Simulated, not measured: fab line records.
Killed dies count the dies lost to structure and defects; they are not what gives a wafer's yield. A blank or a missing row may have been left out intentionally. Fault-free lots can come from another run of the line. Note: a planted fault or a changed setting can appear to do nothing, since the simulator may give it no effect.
Which tool was responsible?	flow n5 finfet	24 lots with 72 wafers sampled at 5 steps, on a route of 1938 steps

== WHAT THE GAUGES SHOWED, per wafer ==
N5_BEOL_M5_CD_MEAS_18: pitch 56 nm, target cd 28 nm.
lot	measured	on	cd nm (nm)
L074	day 8 14:28	cd sem-03	28.3 27.5 28.0
L076	day 8 21:57	cd sem-02	27.9 27.6 27.7
L075	day 8 23:25	cd sem-02	27.7 27.9 28.2
L077	day 9 05:43	cd sem-01	27.9 28.1 27.9
L078	day 9 17:04	cd sem-02	27.9 27.8 27.7
L079	day 9 17:35	cd sem-02	27.9 27.8 28.2
L080	day 9 20:42	cd sem-02	27.6 27.9 27.2
L081	day 10 09:06	cd sem-01	27.5 27.6 27.3
L083	day 10 17:50	cd sem-03	28.3 28.4 28.3
L082	day 11 02:12	cd sem-01	27.8 27.5 27.9
L084	day 11 02:20	cd sem-03	27.7 27.8 27.5
L085	day 11 03:12	cd sem-01	27.6 27.6 27.9
L087	day 11 06:13	cd sem-01	27.6 27.5 28.0
L086	day 11 12:17	cd sem-01	27.9 27.9 28.5
L089	day 11 20:14	cd sem-03	27.6 27.5 27.4
L088	day 12 11:38	cd sem-02	27.6 27.6 27.2
L090	day 12 16:09	cd sem-02	28.1 28.2 27.6
L091	day 12 19:28	cd sem-01	28.4 28.0 28.4
L092	day 12 19:40	cd sem-01	27.6 27.8 28.2
L093	day 12 20:34	cd sem-01	28.3 28.2 27.3
L094	day 13 12:58	cd sem-01	27.8 27.9 28.1
L095	day 13 14:45	cd sem-01	27.9 27.5 27.2
L096	day 13 16:58	cd sem-03	27.7 28.4 28.0
L097	day 14 02:38	cd sem-03	27.8 27.9 27.7

== WHICH TOOL RAN EACH LOT (tool, then ch and the chambers of the sampled wafers, then the start) ==
lot	N5_BEOL_M4_ALD_98	N5_BEOL_M4_DEGAS_44	N5_BEOL_M4_SPUTTER_48	N5_BEOL_M5_ETCH_61
L074	ald sin-03 ch 1,2,3, day 8 03:50	pvd sputter-01, day 8 08:10	pvd sputter-02, day 8 08:47	rie diel-02 ch 1,2,3, day 8 14:06
L076	ald sin-02 ch 0,1,3, day 8 06:10	pvd sputter-02, day 8 13:14	pvd sputter-03, day 8 14:01	rie diel-04 ch 0,1,3, day 8 21:25
L075	ald sin-02 ch 0,2,3, day 8 06:16	pvd sputter-01, day 8 16:41	pvd sputter-01, day 8 17:43	rie diel-02 ch 0,1, day 8 22:52
L077	ald sin-02 ch 2,3, day 8 07:52	pvd sputter-02, day 8 23:25	pvd sputter-02, day 9 00:09	rie diel-06 ch 1,2, day 9 05:20
L078	ald sin-02 ch 0,2, day 9 02:03	pvd sputter-03, day 9 10:11	pvd sputter-01, day 9 10:59	rie diel-06 ch 0,2, day 9 16:41
L079	ald sin-04 ch 1,2,3, day 9 05:38	pvd sputter-03, day 9 10:16	pvd sputter-03, day 9 11:08	rie diel-02 ch 0,2,3, day 9 17:12
L080	ald sin-03 ch 0,1,2, day 9 05:50	pvd sputter-03, day 9 13:20	pvd sputter-03, day 9 14:17	rie diel-02 ch 1,3, day 9 20:13
L081	ald sin-04 ch 0,1,3, day 9 20:37	pvd sputter-02, day 10 01:09	pvd sputter-01, day 10 02:04	rie diel-04 ch 0,1,3, day 10 08:44
L083	ald sin-04 ch 1,2,3, day 10 01:32	pvd sputter-03, day 10 09:25	pvd sputter-03, day 10 10:01	rie diel-02 ch 0,2,3, day 10 17:27
L082	ald sin-04 ch 0,1, day 10 10:46	pvd sputter-02, day 10 17:04	pvd sputter-03, day 10 17:42	rie diel-02 ch 2,3, day 11 01:44
L084	ald sin-02 ch 0,2,3, day 10 13:05	pvd sputter-02, day 10 17:47	pvd sputter-01, day 10 19:04	rie diel-06 ch 0,1,2, day 11 01:57
L085	ald sin-03 ch 0,1,3, day 10 18:04	pvd sputter-03, day 10 20:22	pvd sputter-03, day 10 21:13	rie diel-02 ch 0,2, day 11 02:49
L087	ald sin-04 ch 1,2,3, day 10 18:40	pvd sputter-02, day 10 20:31	pvd sputter-01, day 10 22:53	rie diel-04 ch 1,2,3, day 11 05:43
L086	ald sin-02 ch 0,2, day 11 03:34	pvd sputter-01, day 11 05:45	pvd sputter-03, day 11 06:42	rie diel-06 ch 0,1,2, day 11 11:55
L089	ald sin-04 ch 0,2,3, day 11 07:58	pvd sputter-03, day 11 13:39	pvd sputter-01, day 11 14:25	rie diel-04 ch 1,2,3, day 11 19:52
L088	ald sin-04 ch 0,2,3, day 12 01:49	pvd sputter-01, day 12 04:06	pvd sputter-01, day 12 05:10	rie diel-02 ch 0,2,3, day 12 11:09
L090	ald sin-04 ch 0,1, day 12 01:56	pvd sputter-01, day 12 07:41	pvd sputter-01, day 12 08:30	rie diel-06 ch 0,2, day 12 15:28
L091	ald sin-03 ch 0,1, day 12 05:41	pvd sputter-02, day 12 11:49	pvd sputter-01, day 12 12:24	rie diel-04 ch 0,2, day 12 19:05
L092	ald sin-03 ch 0,2,3, day 12 10:08	pvd sputter-02, day 12 12:04	pvd sputter-03, day 12 12:58	rie diel-06 ch 0,2,3, day 12 19:17
L093	ald sin-03 ch 0,2,3, day 12 10:14	pvd sputter-03, day 12 12:06	pvd sputter-02, day 12 13:59	rie diel-06 ch 1,2,3, day 12 20:01
L094	ald sin-02 ch 0,1,3, day 12 22:00	pvd sputter-02, day 13 06:40	pvd sputter-02, day 13 07:16	rie diel-04 ch 1,2, day 13 12:36
L095	ald sin-04 ch 0,2,3, day 13 05:04	pvd sputter-01, day 13 08:04	pvd sputter-01, day 13 08:57	rie diel-02 ch 0,1,3, day 13 14:21
L096	ald sin-02 ch 0,1,2, day 13 09:38	pvd sputter-02, day 13 10:43	pvd sputter-01, day 13 11:16	rie diel-04 ch 0,1,2, day 13 16:36
L097	ald sin-03 ch 0,1,2, day 13 14:57	pvd sputter-03, day 13 17:57	pvd sputter-03, day 13 19:04	rie diel-06 ch 0,3, day 14 02:05
- N5_BEOL_M4_ALD_98: deposits SiO2, target thk 2.5 nm, pulse time 1 s, co reactant pulse time 1 s.
- N5_BEOL_M4_DEGAS_44: time 60 s.
- N5_BEOL_M4_SPUTTER_48: material Cu, target thk 4.5 nm, time 8.29 s.
- N5_BEOL_M5_ETCH_61: etches SiARC in CF4, target depth 15.6 nm, time 26 s.

== AS READ BY THE TOOLS THEMSELVES (means over the sampled wafers that have a number; for cases with no such wafer, the mark the record gives instead) ==
N5_BEOL_M4_ALD_98.
lot	tool	heater power w (W)	precursor pulse height rel
L074	ald sin-03	77	1.006
L076	ald sin-02	77	1.003
L075	ald sin-02	77	1.021
L077	ald sin-02	81	1.005
L078	ald sin-02	77	1.003
L079	ald sin-04	84	0.998
L080	ald sin-03	80	0.995
L081	ald sin-04	76	1.004
L083	ald sin-04	83	0.999
L082	ald sin-04	73	0.998
L084	ald sin-02	78	0.992
L085	ald sin-03	83	0.987
L087	ald sin-04	84	1.004
L086	ald sin-02	77	0.992
L089	ald sin-04	84	0.994
L088	ald sin-04	85	1.012
L090	ald sin-04	75	1.013
L091	ald sin-03	83	0.994
L092	ald sin-03	80	1.001
L093	ald sin-03	79	0.996
L094	ald sin-02	77	0.993
L095	ald sin-04	85	0.990
L096	ald sin-02	76	1.006
L097	ald sin-03	81	1.011

N5_BEOL_M4_DEGAS_44.
lot	tool	heater power w (W)
L074	pvd sputter-01	292
L076	pvd sputter-02	325
L075	pvd sputter-01	336
L077	pvd sputter-02	315
L078	pvd sputter-03	345
L079	pvd sputter-03	336
L080	pvd sputter-03	349
L081	pvd sputter-02	319
L083	pvd sputter-03	352
L082	pvd sputter-02	345
L084	pvd sputter-02	354
L085	pvd sputter-03	362
L087	pvd sputter-02	324
L086	pvd sputter-01	368
L089	pvd sputter-03	341
L088	pvd sputter-01	361
L090	pvd sputter-01	313
L091	pvd sputter-02	339
L092	pvd sputter-02	339
L093	pvd sputter-03	337
L094	pvd sputter-02	318
L095	pvd sputter-01	333
L096	pvd sputter-02	349
L097	pvd sputter-03	370

N5_BEOL_M4_SPUTTER_48.
lot	tool	throttle valve pct (%)
L074	pvd sputter-02	29.8
L076	pvd sputter-03	29.7
L075	pvd sputter-01	28.2
L077	pvd sputter-02	29.2
L078	pvd sputter-01	30.3
L079	pvd sputter-03	29.4
L080	pvd sputter-03	30.0
L081	pvd sputter-01	28.0
L083	pvd sputter-03	30.2
L082	pvd sputter-03	29.9
L084	pvd sputter-01	30.2
L085	pvd sputter-03	30.1
L087	pvd sputter-01	31.2
L086	pvd sputter-03	30.2
L089	pvd sputter-01	31.6
L088	pvd sputter-01	30.2
L090	pvd sputter-01	31.3
L091	pvd sputter-01	30.2
L092	pvd sputter-03	29.5
L093	pvd sputter-02	30.2
L094	pvd sputter-02	29.7
L095	pvd sputter-01	29.1
L096	pvd sputter-01	29.3
L097	pvd sputter-03	29.6

N5_BEOL_M5_ETCH_61.
lot	tool	chamber pressure mTorr (mTorr)	drypump motor current A (A)	etch rf on time s (s)	oes product au (a.u.)	rf fwd power W (W)	rf vpp V (V)	showerhead plenum p Torr (Torr)	throttle valve pct (%)
L074	rie diel-02	40.00	5.8	26.0	0.60	534.6	184.3	2.14	15.79
L076	rie diel-04	39.98	5.6	26.0	0.68	532.1	184.4	2.18	15.64
L075	rie diel-02	39.99	5.9	26.2	0.66	531.4	184.1	2.11	15.47
L077	rie diel-06	40.00	5.1	25.5	0.82	532.6	185.1	2.22	15.48
L078	rie diel-06	39.96	4.8	25.8	0.69	532.2	184.3	2.12	15.74
L079	rie diel-02	39.95	5.7	25.8	0.75	531.3	185.5	2.22	15.57
L080	rie diel-02	39.99	5.9	26.3	0.75	533.7	183.5	2.13	15.46
L081	rie diel-04	40.02	5.6	26.1	0.67	533.8	184.0	2.17	15.66
L083	rie diel-02	40.00	5.7	25.8	0.72	532.5	184.5	2.22	15.59
L082	rie diel-02	40.02	5.6	26.1	0.66	531.6	184.9	2.21	15.80
L084	rie diel-06	39.96	5.1	25.5	0.71	531.6	183.9	2.14	15.63
L085	rie diel-02	39.99	5.7	25.5	0.70	530.7	184.8	2.25	15.57
L087	rie diel-04	40.01	5.5	26.1	0.65	531.1	184.5	2.17	15.67
L086	rie diel-06	39.99	5.1	25.5	0.72	532.4	183.8	2.13	15.63
L089	rie diel-04	40.00	5.4	26.1	0.65	532.1	184.9	2.17	15.68
L088	rie diel-02	40.01	5.8	26.0	0.70	531.4	184.0	2.22	15.61
L090	rie diel-06	39.97	4.8	25.8	0.66	531.1	184.5	2.11	15.78
L091	rie diel-04	39.97	5.5	25.3	0.74	530.5	184.4	2.17	15.30
L092	rie diel-06	40.02	4.8	25.8	0.65	531.2	183.9	2.16	15.72
L093	rie diel-06	40.00	5.1	25.6	0.69	531.7	184.2	2.18	15.58
L094	rie diel-04	40.00	5.3	25.6	0.67	532.9	183.2	2.15	15.40
L095	rie diel-02	40.03	5.9	25.8	0.75	531.5	185.6	2.23	15.32
L096	rie diel-04	40.02	5.4	25.6	0.69	530.8	184.4	2.15	15.41
L097	rie diel-06	40.02	4.8	25.5	0.69	531.5	184.2	2.08	15.70

== THE ANSWER, worked out from the rows above alone ==
Rule: what is usual is taken from the lots themselves. The widest of any qualifying gaps counts: lots, ordered by their means at a reading, are off when they make up no more than a third of the lots, leave a main group of 4 or more, and stand apart from it by 3 or more times the standard deviation of that group's means. The tables above print the reading to a certain number of digits; a main group whose means all agree to those digits is not used. A lot without any number at a reading at which 4 lots or more have one is off too. All remaining lots with rows at the step are treated as sound. After the gauges, taken in route order, come the tools' own readings; for these a lot's mean is taken, as printed above. At the first step where some lot is off, the reading lying furthest off is the one used; lots without a number count as furthest.
No lot is off at any reading shown: from this, nothing can be told.

== WHAT HAD BEEN PUT IN BY THE SIMULATOR ==
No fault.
